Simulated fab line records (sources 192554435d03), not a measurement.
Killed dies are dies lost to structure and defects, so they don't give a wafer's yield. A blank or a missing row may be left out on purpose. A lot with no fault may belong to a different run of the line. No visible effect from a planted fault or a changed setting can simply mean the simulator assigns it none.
Matching of chambers	flow n5 finfet	3 sister chambers for N5_BEOL_M7_PECVD_70 on pecvd-01
The step deposits SiO2 from TEOS/O2, target thk 20 nm, time 22.7 s. 14 wafers are shown with their chamber, then 7 later ones without.

== WAFERS, EACH WITH ITS CHAMBER ==
wafer	chamber	throttle valve pct (%)	heater power w (W)	showerhead plenum p Torr (Torr)
L075.2	0	24.6	698	8.87
L075.3	1	24.3	638	8.84
L075.5	0	24.9	677	8.86
L077.1	1	24.4	594	8.87
L077.2	0	24.8	700	8.85
L077.5	1	24.6	591	8.86
L078.1	2	20.1	764	8.83
L078.4	1	24.2	613	8.87
L078.6	0	24.8	660	8.86
L083.1	1	24.3	629	8.86
L083.3	2	20.1	771	8.82
L083.4	2	20.3	754	8.82
L089.1	1	24.5	640	8.89
L089.3	2	20.6	653	8.85

SIGNATURES (averages over the wafers above)
reading	chamber 0	chamber 1	chamber 2	scatter within a chamber
throttle valve pct	24.775	24.383	20.275	0.171
heater power w	683.75	617.50	735.50	33.9
showerhead plenum p Torr	8.8600	8.8650	8.8300	0.014
Rule: a wafer lies at a distance from a chamber equal to the root of the sum of squares, over the readings, of (its reading less the chamber's mean, divided by the reading's scatter). If the next closest chamber is less than 2 further off than the closest, the wafer can't be placed; otherwise it belongs to the closest. How the scatter is found: for the shown wafers, subtract from each reading the mean of its chamber, square and add these, divide the total by (wafers less chambers), then take the root.

== WAFERS MISSING THEIR CHAMBER ==
wafer	throttle valve pct (%)	heater power w (W)	showerhead plenum p Torr (Torr)
L089.5	20.3	671	8.84
L094.2	24.6	674	8.84
L094.4	25.0	660	8.88
L094.6	24.5	534	8.87
L096.2	24.8	684	8.85
L096.4	24.3	643	8.86
L096.6	20.2	773	8.85

== WHICH CHAMBER EACH WENT THROUGH ==
wafer	from the rows above	in truth
L089.5	2	2
L094.2	can't be placed: 0 or 1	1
L094.4	can't be placed: 0 or 1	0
L094.6	1	1
L096.2	0	0
L096.4	1	1
L096.6	2	2
Correctly placed: 5 of 7. Cannot be placed on the basis of these rows: 2; the candidates contain the true chamber in 2. Placed wrongly: 0.
